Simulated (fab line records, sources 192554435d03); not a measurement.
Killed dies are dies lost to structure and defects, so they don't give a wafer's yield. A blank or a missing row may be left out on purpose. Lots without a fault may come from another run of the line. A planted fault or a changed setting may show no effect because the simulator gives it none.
fab line records | flow n5_finfet
record lots=8 wafers=24 last_day=20
route steps=1938 shown FIN_CUT@168 STI_FIN_REVEAL@189 BEOL_M4@1111 PASSIVATION@1936
lots that met no fault: from a run of the same line without faults
start_h: hours from the record's first day to the start of the lot's first wafer shown | wait_h: hours since the lot's step before | " the same as in the row above | L1.1+2: a row that stands for several wafers | - no value, or no start given | * or withheld: withheld | < > ~ a bound
route shown NAME@n: a module of which the file shows steps, and the number in the route of the first | usual: mean/standard deviation of fault-free wafers | same: alike in all rows | chamber/n: place in a boat | sites: the reading at each site | _std_site: their standard deviation | _edge_site: outer sites' mean less inner sites' | radius_mm: how far each site lies from the wafer's centre | mask NAME#n: copy n | behind: the tool/chamber that last shaped the wafer | hold: why the lot was held/for how many hours/how that ended | device: the transistor (n, p or np) that didn't switch | end of line: the same wafers' tests at the end of the route | a step without rows: its recipe alone | killed: dies lost to structure and defects at the first sort, not the wafer's yield | map: a wafer's dies, x killed, . not, _ none there
set.NAME: the setting as run; set.NAME@STEP: as run at that earlier step | model.NAME: the simulator's own value behind a step, which no gauge read
steps of the route over a sample of lots; a table a step, a row a wafer
services: from which hour (start_h, from the record's first day; less than 0 if before it) a tool's chamber was out of use, for how many hours, and why
## steps
# step N5_FIN_CUT_ETCH_20
# recipe chemistry=CF4 target=SiARC target_depth_a=260 mask_material=CAR-EUV time_s=43.3 ion_energy_ev=80 pressure_mtorr=40 source_w=545 bias_w=36 Ar_flow_sccm=100 cf4_flow_sccm=100 ends=cleared
# usual bias_w=35.99/0.11 drypump_motor_current_A=5.6/0.33 etch_rf_on_time_s=43.3/0.6 oes_product_au=0.64/0.059 rf_vpp_V=183.8/1.1 showerhead_plenum_p_Torr=2.12/0.066 throttle_valve_pct=15.74/0.25
# columns lot.wafer tool chamber start_h wait_h bias_w drypump_motor_current_A etch_rf_on_time_s oes_product_au rf_hours_counter_h rf_vpp_V showerhead_plenum_p_Torr throttle_valve_pct
L779.1 rie_diel-02 1 33.51 0.0 35.97 5.8 43.4 0.59 222 184.6 2.21 15.82
L779.5 " 0 " " 36.02 5.1 42.5 0.67 - 186.0 2.24 15.38
L779.6 " 1 " " 36.22 5.8 43.1 0.60 - 183.8 2.21 15.81
L780.1 rie_diel-05 2 41.61 0.0 36.30 5.2 43.1 0.69 103 182.0 2.07 15.98
L780.3 " 3 " " 35.83 5.7 44.0 0.60 213 184.5 2.21 16.02
L780.4 " 1 " " 35.95 5.4 43.0 0.67 109 185.5 2.16 15.47
L782.2 rie_diel-05 3 51.85 0.0 35.82 5.7 44.5 0.60 217 184.9 2.20 16.02
L782.3 " 1 " " 36.02 5.3 43.2 0.66 114 184.1 2.15 15.48
L782.6 " 1 " " 36.06 5.4 43.5 0.66 - 183.5 2.15 15.47
L783.1 rie_diel-05 0 57.46 0.0 36.06 5.8 44.1 0.59 216 183.0 2.13 15.95
L783.5 " 2 " " 36.14 5.2 43.4 0.68 - 183.9 2.07 15.99
L783.6 " 0 " " 36.19 5.9 44.2 0.59 - 185.3 2.13 15.94
L796.3 rie_diel-05 2 135.65 0.0 36.01 5.2 43.1 0.65 132 184.6 2.06 16.00
L796.5 " 2 " " 36.15 5.2 43.2 0.66 - 183.3 2.06 16.02
L796.6 " 1 " " 36.13 5.4 42.6 0.65 - 183.7 2.15 15.53
L798.2 rie_diel-06 0 147.11 0.0 36.02 5.9 43.9 0.62 180 183.5 2.05 15.80
L798.3 " 1 " " 35.83 5.6 42.5 0.83 4 184.1 2.11 15.55
L798.6 " 2 " " 36.10 6.1 43.7 0.59 - 182.8 2.04 15.60
L799.2 rie_diel-02 0 152.92 0.0 35.97 5.1 43.2 0.64 170 185.3 2.23 15.45
L799.5 " 3 " " 36.02 5.2 42.7 0.69 - 181.6 1.99 15.56
L799.6 " 0 " " 35.99 5.1 43.0 0.65 - 184.8 2.22 15.45
L800.1 rie_diel-02 3 159.97 0.0 36.00 5.1 42.6 0.69 102 183.1 1.99 15.56
L800.2 " 1 " " 36.04 5.8 42.7 0.85 0 184.9 2.20 15.37
L800.4 " 2 " " 35.97 6.1 43.3 0.65 139 184.3 2.23 15.31
# step N5_FIN_CUT_PRECLEAN_35
# recipe time_s=13.3 temp_c=45 pressure_torr=125 p_hf_torr=3 p_coreactant_torr=25 chemistry=vHF
# usual drypump_motor_current_A=5.9/0.59 pressure_torr=124.99/0.23
# columns lot.wafer tool chamber start_h wait_h drypump_motor_current_A pressure_torr
L779.1 vapor_etch-01 1 34.00 0.0 6.3 124.99
L779.5 " 1 " " 6.3 124.95
L779.6 " 0 " " 6.1 125.15
L780.1 vapor_etch-01 0 42.11 0.0 6.1 125.00
L780.3 " 1 " " 6.4 125.34
L780.4 " 0 " " 6.1 125.00
L782.2 vapor_etch-01 1 52.35 0.0 6.3 125.09
L782.3 " 0 " " 6.1 125.40
L782.6 " 0 " " 6.1 124.67
L783.1 vapor_etch-01 1 58.20 0.1 6.3 124.84
L783.5 " 0 " " 6.1 125.42
L783.6 " 1 " " 6.3 124.99
L796.3 vapor_etch-01 0 136.17 0.1 6.1 125.03
L796.5 " 0 " " 6.1 125.17
L796.6 " 1 " " 6.3 124.83
L798.2 vapor_etch-02 1 147.60 0.0 6.1 124.99
L798.3 " 0 " " 4.8 124.58
L798.6 " 0 " " 4.8 124.83
L799.2 vapor_etch-01 1 153.41 0.0 6.3 124.59
L799.5 " 1 " " 6.3 125.03
L799.6 " 0 " " 6.1 125.11
L800.1 vapor_etch-01 0 160.77 0.3 6.1 124.86
L800.2 " 1 " " 6.3 124.91
L800.4 " 1 " " 6.3 124.89
# step N5_FIN_CUT_STRIP_22
# recipe chemistry=N2/H2 power_w=500 temp_c=40 pressure_mtorr=50 rf_frequency_hz=6e+07 overash_fraction=0.3 bias_power_w=8 h2_frac=0.5 n2_flow_sccm=300 h2_flow_sccm=300
# usual drypump_motor_current_A=5.6/0.37 n2_flow_sccm=299.9/1 oes_product_au=0.75/0.06 rf_vpp_V=54.2/2.3 showerhead_plenum_p_Torr=3.35/0.13 throttle_valve_pct=19.1/0.44
# columns lot.wafer tool chamber start_h wait_h drypump_motor_current_A n2_flow_sccm oes_product_au rf_hours_counter_h rf_vpp_V showerhead_plenum_p_Torr throttle_valve_pct
L779.1 rie_diel-06 1 34.32 0.2 5.6 299.1 0.69 225 57.3 3.32 19.5
L779.5 " 1 " " 5.6 299.2 0.68 - 54.9 3.32 19.5
L779.6 " 0 " " 5.9 300.8 0.76 - 57.4 3.24 19.4
L780.1 rie_diel-02 2 42.40 0.1 6.1 300.7 0.82 107 57.3 3.52 18.8
L780.3 " 1 " " 5.8 298.4 0.68 226 56.9 3.46 19.5
L780.4 " 3 " " 5.2 301.5 0.86 71 55.1 3.14 18.6
L782.2 rie_diel-05 0 52.61 0.1 5.9 300.3 0.70 213 54.1 3.33 19.3
L782.3 " 2 " " 5.2 298.8 0.80 108 57.0 3.26 19.8
L782.6 " 0 " " 5.9 299.0 0.71 - 53.1 3.33 19.3
L783.1 rie_diel-05 0 58.40 0.0 5.9 299.6 0.70 217 54.3 3.33 19.4
L783.5 " 2 " " 5.2 300.1 0.78 - 54.9 3.26 19.8
L783.6 " 1 " " 5.3 300.5 0.77 - 53.9 3.38 18.6
L796.3 rie_diel-02 2 136.35 0.0 6.1 300.1 0.79 132 55.9 3.51 18.8
L796.5 " 3 " " 5.1 301.1 0.81 - 52.6 3.12 18.6
L796.6 " 0 " " 5.1 300.0 0.76 - 56.2 3.49 18.5
L798.2 rie_diel-02 0 147.81 0.0 5.1 298.9 0.76 169 53.0 3.48 18.5
L798.3 " 3 " " 5.1 300.1 0.81 99 51.5 3.12 18.6
L798.6 " 2 " " 6.1 299.3 0.77 - 62.3 3.51 18.8
L799.2 rie_diel-06 2 153.61 0.0 6.1 302.2 0.68 214 53.9 3.19 19.0
L799.5 " 0 " " 5.9 299.7 0.72 - 51.9 3.21 19.5
L799.6 " 1 " " 5.6 299.5 0.97 - 54.0 3.30 19.2
L800.1 rie_diel-05 3 160.97 0.0 5.7 299.6 0.68 234 57.1 3.45 19.5
L800.2 " 1 " " 5.3 297.6 0.75 142 55.6 3.36 18.7
L800.4 " 2 " " 5.2 299.2 0.77 137 52.5 3.24 19.9
# step N5_FIN_CUT_INSPECT_17
# recipe inspect_instrument=brightfield mode=aei
# usual raw_defect_count=215/66
# columns lot.wafer tool chamber start_h wait_h raw_defect_count
L779.1 defect_inspect-02 - 34.48 0.0 186
L779.5 " - " " 126
L779.6 " - " " 165
L780.1 defect_inspect-01 - 42.56 0.0 205
L780.3 " - " " 148
L780.4 " - " " 124
L782.2 defect_inspect-02 - 52.77 0.0 478
L782.3 " - " " 569
L782.6 " - " " 584
L783.1 defect_inspect-02 - 58.56 0.0 462
L783.5 " - " " 467
L783.6 " - " " 454
L796.3 defect_inspect-01 - 136.52 0.0 277
L796.5 " - " " 161
L796.6 " - " " 177
L798.2 defect_inspect-02 - 147.97 0.0 178
L798.3 " - " " 139
L798.6 " - " " 148
L799.2 defect_inspect-01 - 153.77 0.0 324
L799.5 " - " " 228
L799.6 " - " " 282
L800.1 defect_inspect-02 - 161.13 0.0 243
L800.2 " - " " 238
L800.4 " - " " 251
# step N5_STI_FIN_REVEAL_DENSIFY_30
# recipe temp_c=* time_s=* ambient=N2 idle_temp_c=600 ramp_up_c_per_s=150 ramp_down_c_per_s=60 cool_to_c=600
# usual lamp_power_pct=11.53/0.059 lamp_zone_5_pct=11.534/0.02 wafer_temp_C_max=*
# columns lot.wafer tool chamber start_h wait_h lamp_power_pct lamp_zone_5_pct wafer_temp_C_max
L779.1 rtp_anneal-01 0 40.72 0.2 11.48 11.544 *
L779.5 " 0 " " 11.48 11.527 *
L779.6 " 0 " " 11.45 11.526 *
L780.1 rtp_anneal-01 0 49.30 0.1 11.43 11.555 *
L780.3 " 0 " " 11.50 11.512 *
L780.4 " 0 " " 11.52 11.533 *
L782.2 rtp_anneal-01 0 58.28 0.1 11.47 11.529 *
L782.3 " 0 " " 11.52 11.540 *
L782.6 " 0 " " 11.66 11.552 *
L783.1 rtp_anneal-02 0 64.09 0.1 11.60 11.506 *
L783.5 " 0 " " 11.53 11.529 *
L783.6 " 0 " " 11.55 11.504 *
L796.3 rtp_anneal-02 0 142.02 0.1 11.54 11.530 *
L796.5 " 0 " " 11.49 11.554 *
L796.6 " 0 " " 11.57 11.497 *
L798.2 rtp_anneal-02 0 153.44 0.1 11.51 11.547 *
L798.3 " 0 " " 11.51 11.525 *
L798.6 " 0 " " 11.57 11.542 *
L799.2 rtp_anneal-01 0 159.44 0.1 11.57 11.534 *
L799.5 " 0 " " 11.64 11.520 *
L799.6 " 0 " " 11.65 11.558 *
L800.1 rtp_anneal-01 0 166.84 0.0 11.50 11.545 *
L800.2 " 0 " " 11.46 11.525 *
L800.4 " 0 " " 11.64 11.550 *
# step N5_BEOL_M4_RC_MEAS_101
# usual DIBL_N=36.6/1.1 DIBL_P=36.7/1.5 IOFF_N=0.155/0.019 IOFF_P=0.208/0.025 ION_N=673/8.5 ION_P=462/5.9 SS_N=71.6/0.58 SS_P=73.5/0.51 VT_N=250.7/2.4 VT_P=-251/3
# columns lot.wafer tool chamber start_h wait_h DIBL_N[mV/V] DIBL_P[mV/V] IOFF_N[nA/um] IOFF_P[nA/um] ION_N[uA/um] ION_P[uA/um] SS_N[mV/dec] SS_P[mV/dec] VT_N[mV] VT_P[mV]
L779.1 prober-01 0 208.01 0.0 37.5 39.1 0.192 0.226 680 463 71.9 73.8 248.0 -252
L779.5 " 0 " " 35.9 37.5 0.160 0.197 668 456 72.6 73.5 251.8 -254
L779.6 " 0 " " 38.6 39.9 0.207 0.241 680 462 72.0 74.5 244.1 -252
L780.1 prober-02 0 238.15 0.0 34.9 32.8 0.140 0.178 673 464 71.2 72.9 250.1 -251
L780.3 " 0 " " 36.0 34.5 0.161 0.202 675 466 71.0 72.9 248.8 -252
L780.4 " 0 " " 35.5 34.1 0.154 0.193 670 457 70.9 73.0 249.8 -251
L782.2 prober-01 0 252.76 0.2 37.5 37.8 0.163 0.208 669 462 71.1 73.7 251.8 -253
L782.3 " 0 " " 34.9 34.6 0.125 0.157 662 453 70.4 73.3 253.7 -252
L782.6 " 0 " " 37.0 36.5 0.152 0.190 674 462 70.5 73.4 250.9 -251
L783.1 prober-02 0 266.34 0.0 35.4 36.4 0.151 0.210 671 465 71.2 73.6 248.0 -250
L783.5 " 0 " " 36.5 38.0 0.175 0.231 682 470 72.3 73.7 250.3 -248
L783.6 " 0 " " 36.4 36.8 0.169 0.221 678 462 71.8 73.4 248.5 -249
L796.3 prober-02 0 325.10 0.3 36.6 36.4 0.154 0.181 683 459 71.6 74.2 249.8 -256
L796.5 " 0 " " 37.0 36.2 0.161 0.184 682 463 71.1 73.7 249.2 -253
L796.6 " 0 " " 36.6 36.0 0.151 0.178 686 460 72.5 73.2 250.2 -253
L798.2 prober-01 0 347.62 0.2 36.1 37.2 0.149 0.219 661 463 71.4 73.3 254.1 -247
L798.3 " 0 " " 37.0 37.9 0.164 0.234 681 468 71.4 73.8 250.1 -246
L798.6 " 0 " " 35.9 37.1 0.144 0.219 662 458 71.4 73.0 251.0 -247
L799.2 prober-01 0 362.67 0.2 36.5 36.6 0.150 0.218 675 464 71.7 73.4 251.7 -249
L799.5 " 0 " " 37.8 37.9 0.170 0.245 677 469 71.5 74.2 252.2 -247
L799.6 " 0 " " 35.7 35.1 0.131 0.200 675 471 71.2 73.5 253.5 -248
L800.1 prober-02 0 372.04 0.0 36.7 37.5 0.168 0.178 679 450 72.5 73.2 250.9 -256
L800.2 " 0 " " 36.7 37.0 0.166 0.170 671 443 71.5 72.9 251.7 -255
L800.4 " 0 " " 36.0 36.0 0.152 0.169 658 443 71.6 73.0 250.1 -256
# step N5_PASSIVATION_PROBE_49
# usual defect_limited_yield=91.2/1.4 killed_at_M0_to_M3=36/11 killed_at_M4_up=14/5.6 killed_at_contacts=12/5.9 killed_at_front_end=38/13 killed_at_other=3.5/2.7 killed_dies=104/17 killed_open=68/12 killed_short=34/8.2 sort_bin_5_function=5.1/0.95 sort_bin_6_memory=3.3/0.7 sort_n_pass=1076/17 sort_yield_pct=91.2/1.4
# same gross_dies=1180 killed_at_back_side=0 sort_bin_4_leakage[%]=0 sort_bin_8_speed[%]=0
# columns lot.wafer tool chamber start_h wait_h defect_limited_yield[%] killed_at_M0_to_M3 killed_at_M4_up killed_at_contacts killed_at_front_end killed_at_other killed_dies killed_open killed_short sort_bin_5_function[%] sort_bin_6_memory[%] sort_n_pass sort_yield_pct[%]
L779.1 prober-02 - 314.63 0.0 91.5 29 14 9 46 2 100 69 28 4.2 3.6 1080 91.5
L779.5 prober-02 - 314.83 0.2 92.2 25 4 10 46 7 92 62 30 4.7 3.1 1088 92.2
L779.6 prober-02 - 314.88 0.3 91.0 26 10 10 55 5 106 73 32 5.7 3.2 1074 91.0
L780.1 prober-02 - 343.91 0.0 93.1 40 8 9 22 2 81 52 29 4.3 2.3 1099 93.1
L780.3 prober-02 - 344.01 0.1 93.0 32 7 13 30 1 83 58 22 3.1 3.5 1097 93.0
L780.4 prober-02 - 344.06 0.2 93.6 33 10 5 24 4 76 42 33 3.4 2.7 1104 93.6
L782.2 prober-02 - 357.82 0.1 84.5 34 23 9 114 3 183 84 40 9.8 4.7 997 84.5
L782.3 prober-02 - 357.87 0.1 82.9 21 24 15 137 5 202 71 31 10.3 4.9 978 82.9
L782.6 prober-02 - 358.02 0.3 82.9 29 16 9 141 7 202 67 34 11.4 4.9 978 82.9
L783.1 prober-01 - 377.30 0.0 86.7 36 14 15 83 9 157 61 36 6.9 4.1 1023 86.7
L783.5 prober-01 - 377.50 0.2 84.4 35 13 16 119 1 184 57 24 10.8 3.4 996 84.4
L783.6 prober-01 - 377.55 0.3 88.3 29 8 10 86 5 138 57 27 7.1 3.5 1042 88.3
L796.3 prober-01 - 434.57 0.1 89.7 60 14 2 45 1 122 75 44 6.4 3.5 1058 89.7
L796.5 prober-01 - 434.67 0.2 91.9 40 10 8 35 2 95 62 26 4.4 3.4 1085 91.9
L796.6 prober-01 - 434.72 0.3 89.7 47 21 14 37 3 122 87 27 5.5 4.7 1058 89.7
L798.2 prober-01 - 453.11 0.1 91.5 34 10 16 37 3 100 68 30 4.5 3.7 1080 91.5
L798.3 prober-01 - 453.16 0.1 89.1 47 10 22 49 1 129 95 32 6.4 4.1 1051 89.1
L798.6 prober-01 - 453.31 0.3 93.5 19 17 14 24 3 77 56 20 4.6 1.7 1103 93.5
L799.2 prober-01 - 462.88 0.1 92.1 31 13 14 31 4 93 61 30 5.3 2.2 1087 92.1
L799.5 prober-01 - 463.03 0.2 93.2 30 17 12 19 2 80 47 31 4.3 2.3 1100 93.2
L799.6 prober-01 - 463.08 0.3 93.4 32 16 3 25 2 78 53 20 4.5 1.9 1102 93.4
L800.1 prober-02 - 481.21 0.0 90.9 35 15 2 51 4 107 72 33 5.2 3.5 1073 90.9
L800.2 prober-02 - 481.26 0.1 89.8 44 16 11 49 0 120 78 41 6.0 3.4 1060 89.8
L800.4 prober-02 - 481.36 0.2 89.5 28 17 3 75 1 124 71 50 5.3 4.8 1056 89.5
# killed by level:class
L779.1 FIN_SAQP:geometric_particle:open=10 BEOL_M3:geometric_particle:open=9 STI_FIN_REVEAL:geometric_particle:open=8 BEOL_M2:geometric_particle:open=8 MOL_CONTACT_COAG:geometric_particle:open=8 STI_FIN_REVEAL:geometric_particle:short=5 BEOL_M4:geometric_particle:open=5 FIN_SAQP:geometric_particle:short=4
L779.5 FIN_SAQP:geometric_particle:short=10 MOL_CONTACT_COAG:geometric_particle:open=9 STI_FIN_REVEAL:geometric_particle:open=8 FIN_SAQP:geometric_particle:open=7 DUMMY_GATE:geometric_particle:open=7 BEOL_M3:geometric_particle:open=7 BEOL_M0_SAQP:geometric_particle:open=4 BEOL_M1:geometric_particle:open=4
L779.6 STI_FIN_REVEAL:geometric_particle:open=18 BEOL_M3:geometric_particle:open=11 MOL_CONTACT_COAG:geometric_particle:open=7 BEOL_M0_SAQP:geometric_particle:open=6 FIN_SAQP:geometric_particle:short=5 DUMMY_GATE:geometric_particle:open=5 GATE_CUT:geometric_particle:open=5 FIN_SAQP:geometric_particle:open=4
L780.1 BEOL_M3:geometric_particle:open=12 BEOL_M0_SAQP:geometric_particle:short=11 MOL_CONTACT_COAG:geometric_particle:open=8 FIN_SAQP:geometric_particle:short=5 STI_FIN_REVEAL:geometric_particle:open=5 BEOL_M0_SAQP:geometric_particle:open=5 BEOL_M2:geometric_particle:open=3 BEOL_M3:geometric_particle:short=3
L780.3 BEOL_M2:geometric_particle:open=9 MOL_CONTACT_COAG:geometric_particle:open=9 BEOL_M3:geometric_particle:open=6 STI_FIN_REVEAL:geometric_particle:open=5 DUMMY_GATE:geometric_particle:open=5 GATE_CUT:geometric_particle:short=5 BEOL_M0_SAQP:geometric_particle:open=5 MOL_CONTACT_COAG:geometric_particle:short=4
L780.4 BEOL_M0_SAQP:geometric_particle:short=10 BEOL_M0_SAQP:geometric_particle:open=6 STARTING-WAFER:geometric_particle:open=5 BEOL_M1:geometric_particle:open=4 STI_FIN_REVEAL:geometric_particle:short=3 STI_FIN_REVEAL:geometric_particle:open=3 DUMMY_GATE:geometric_particle:open=3 MOL_CONTACT_COAG:geometric_particle:short=3
L782.2 FIN_CUT:unspecified=59 STI_FIN_REVEAL:geometric_particle:open=15 BEOL_M4:geometric_particle:open=14 FIN_SAQP:geometric_particle:open=11 MOL_CONTACT_COAG:geometric_particle:open=8 BEOL_M3:geometric_particle:open=8 GATE_CUT:geometric_particle:short=7 BEOL_M0_SAQP:geometric_particle:short=6
L782.3 FIN_CUT:unspecified=98 BEOL_M4:geometric_particle:open=13 FIN_SAQP:geometric_particle:open=10 MOL_CONTACT_COAG:geometric_particle:open=9 DUMMY_GATE:geometric_particle:open=6 BEOL_M0_SAQP:geometric_particle:open=6 MOL_CONTACT_COAG:geometric_particle:short=5 FIN_SAQP:geometric_particle:short=4
L782.6 FIN_CUT:unspecified=99 STI_FIN_REVEAL:geometric_particle:open=14 MOL_CONTACT_COAG:geometric_particle:open=7 BEOL_M0_SAQP:geometric_particle:open=7 FIN_SAQP:geometric_particle:open=6 BEOL_M3:geometric_particle:open=6 FIN_SAQP:geometric_particle:short=5 ILD0:geometric_particle:open=5
L783.1 FIN_CUT:unspecified=53 MOL_CONTACT_COAG:geometric_particle:open=10 BEOL_M0_SAQP:geometric_particle:short=10 BEOL_M2:geometric_particle:open=8 BEOL_M1:geometric_particle:open=7 FIN_SAQP:geometric_particle:open=5 MOL_CONTACT_COAG:geometric_particle:short=5 HKMG_FIN:area_etch=5
L783.5 FIN_CUT:unspecified=101 MOL_CONTACT_COAG:geometric_particle:open=12 BEOL_M1:geometric_particle:open=11 BEOL_M4:geometric_particle:open=7 BEOL_M0_SAQP:geometric_particle:short=6 BEOL_M1:geometric_particle:short=6 STI_FIN_REVEAL:geometric_particle:open=5 BEOL_M0_SAQP:geometric_particle:open=5
L783.6 FIN_CUT:unspecified=53 STI_FIN_REVEAL:geometric_particle:open=10 BEOL_M2:geometric_particle:open=9 MOL_CONTACT_COAG:geometric_particle:open=8 BEOL_M1:geometric_particle:open=6 FIN_SAQP:geometric_particle:short=4 BEOL_M0_SAQP:geometric_particle:short=4 BEOL_M3:geometric_particle:open=4
L796.3 FIN_SAQP:geometric_particle:short=15 BEOL_M1:geometric_particle:open=11 BEOL_M0_SAQP:geometric_particle:short=10 FIN_SAQP:geometric_particle:open=9 BEOL_M0:geometric_particle:open=9 BEOL_M0_SAQP:geometric_particle:open=9 BEOL_M2:geometric_particle:open=9 BEOL_M4:geometric_particle:open=7
L796.5 BEOL_M2:geometric_particle:open=10 BEOL_M0_SAQP:geometric_particle:open=9 MOL_CONTACT_COAG:geometric_particle:open=8 FIN_SAQP:geometric_particle:short=7 FIN_SAQP:geometric_particle:open=7 BEOL_M1:geometric_particle:open=5 BEOL_M3:geometric_particle:open=5 DUMMY_GATE:geometric_particle:short=4
L796.6 BEOL_M4:geometric_particle:open=13 BEOL_M0_SAQP:geometric_particle:open=11 BEOL_M2:geometric_particle:open=10 BEOL_M1:geometric_particle:open=9 DUMMY_GATE:geometric_particle:open=8 MOL_CONTACT_COAG:geometric_particle:open=8 BEOL_M3:geometric_particle:open=8 MOL_CONTACT_COAG:geometric_particle:short=5
L798.2 STI_FIN_REVEAL:geometric_particle:open=14 MOL_CONTACT_COAG:geometric_particle:open=9 BEOL_M0_SAQP:geometric_particle:short=8 MOL_CONTACT_COAG:geometric_particle:short=7 BEOL_M3:geometric_particle:open=7 BEOL_M4:geometric_particle:open=6 GATE_CUT:geometric_particle:open=6 FIN_SAQP:geometric_particle:open=5
L798.3 STI_FIN_REVEAL:geometric_particle:open=20 MOL_CONTACT_COAG:geometric_particle:open=19 BEOL_M2:geometric_particle:open=12 BEOL_M3:geometric_particle:open=11 BEOL_M0_SAQP:geometric_particle:open=7 BEOL_M0_SAQP:geometric_particle:short=7 DUMMY_GATE:geometric_particle:open=5 FIN_SAQP:geometric_particle:open=4
L798.6 BEOL_M4:geometric_particle:open=11 MOL_CONTACT_COAG:geometric_particle:open=10 STI_FIN_REVEAL:geometric_particle:open=7 DUMMY_GATE:geometric_particle:open=5 BEOL_M2:geometric_particle:open=5 MOL_CONTACT_COAG:geometric_particle:short=4 BEOL_M4:geometric_particle:short=4 GATE_CUT:geometric_particle:short=3
L799.2 BEOL_M2:geometric_particle:open=11 MOL_CONTACT_COAG:geometric_particle:open=11 BEOL_M3:geometric_particle:open=6 FIN_SAQP:geometric_particle:short=5 FIN_SAQP:geometric_particle:open=5 BEOL_M0_SAQP:geometric_particle:short=5 STI_FIN_REVEAL:geometric_particle:open=4 DUMMY_GATE:geometric_particle:open=4
L799.5 MOL_CONTACT_COAG:geometric_particle:open=8 BEOL_M0_SAQP:geometric_particle:open=6 BEOL_M4:geometric_particle:open=6 BEOL_M0_SAQP:geometric_particle:short=5 BEOL_M1:geometric_particle:open=5 BEOL_M3:geometric_particle:open=5 GATE_CUT:geometric_particle:short=4 BEOL_M4:geometric_particle:short=4
L799.6 FIN_SAQP:geometric_particle:open=7 BEOL_M0_SAQP:geometric_particle:open=7 BEOL_M3:geometric_particle:open=7 BEOL_M2:geometric_particle:open=6 BEOL_M4:geometric_particle:open=6 FIN_SAQP:geometric_particle:short=5 BEOL_M0_SAQP:geometric_particle:short=5 STI_FIN_REVEAL:geometric_particle:open=4
L800.1 STI_FIN_REVEAL:geometric_particle:open=15 BEOL_M0_SAQP:geometric_particle:open=9 BEOL_M0_SAQP:geometric_particle:short=8 FIN_SAQP:geometric_particle:open=7 FIN_SAQP:geometric_particle:short=6 BEOL_M1:geometric_particle:open=6 DUMMY_GATE:geometric_particle:open=5 BEOL_M3:geometric_particle:open=5
L800.2 STI_FIN_REVEAL:geometric_particle:open=17 BEOL_M0_SAQP:geometric_particle:open=12 FIN_SAQP:geometric_particle:short=11 BEOL_M0_SAQP:geometric_particle:short=11 BEOL_M4:geometric_particle:open=8 MOL_CONTACT_COAG:geometric_particle:open=6 BEOL_M2:geometric_particle:open=6 FIN_SAQP:geometric_particle:open=5
L800.4 STI_FIN_REVEAL:geometric_particle:open=26 FIN_SAQP:geometric_particle:short=15 BEOL_M0_SAQP:geometric_particle:open=9 BEOL_M4:geometric_particle:short=8 FIN_SAQP:geometric_particle:open=6 BEOL_M0_SAQP:geometric_particle:short=5 BEOL_M4:geometric_particle:open=5 STI_FIN_REVEAL:geometric_particle:short=4
## services
# columns tool chamber start_h hours kind
rie_diel-05 - 19.38 0.3 repair
vapor_etch-01 - 23.73 1.0 repair
rtp_anneal-02 - 27.93 4.8 pm
rie_diel-02 2 31.44 3.6 repair
rie_diel-06 3 33.70 42.8 repair
rie_diel-05 3 37.62 1.9 repair
rie_diel-05 1 55.03 3.1 repair
rie_diel-05 3 55.79 35.7 repair
rie_diel-06 1 97.19 - clean
rie_diel-06 1 97.19 - consumable_replace:focus_ring
rie_diel-06 1 97.19 17.4 scheduled_down
rie_diel-06 1 97.19 17.4 vent_cycle
rie_diel-06 1 114.94 7.7 repair
rie_diel-06 1 125.01 2.9 repair
rie_diel-02 1 128.96 - clean
rie_diel-02 1 128.96 - consumable_replace:focus_ring
rie_diel-02 1 128.96 27.2 scheduled_down
rie_diel-02 1 128.96 27.2 vent_cycle
rie_diel-05 3 137.84 4.4 repair
## key
first_sign step=N5_FIN_CUT_INSPECT_17 reading=raw_defect_count direction=up sigmas=4.4 usual=215 struck=502
effect step=N5_PASSIVATION_PROBE_49 reading=killed_at_front_end direction=up sigmas=5.8 usual=38 struck=113
more_kills_born_at N5_FIN_CUT_PRECLEAN_35@vapor_etch-01=463
met_at N5_FIN_CUT_PRECLEAN_35
struck_lots L782,L783
not_acting_at N5_FIN_CUT_ETCH_20,N5_FIN_CUT_STRIP_22,N5_STI_FIN_REVEAL_DENSIFY_30
onset_between 42.11 52.35
fault kind=chamber_particle_source tool=vapor_etch-01 chamber=- onset_h=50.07 steps=N5_FIN_CUT_PRECLEAN_35 rate_per_visit_cm2=0.4384 end_h=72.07
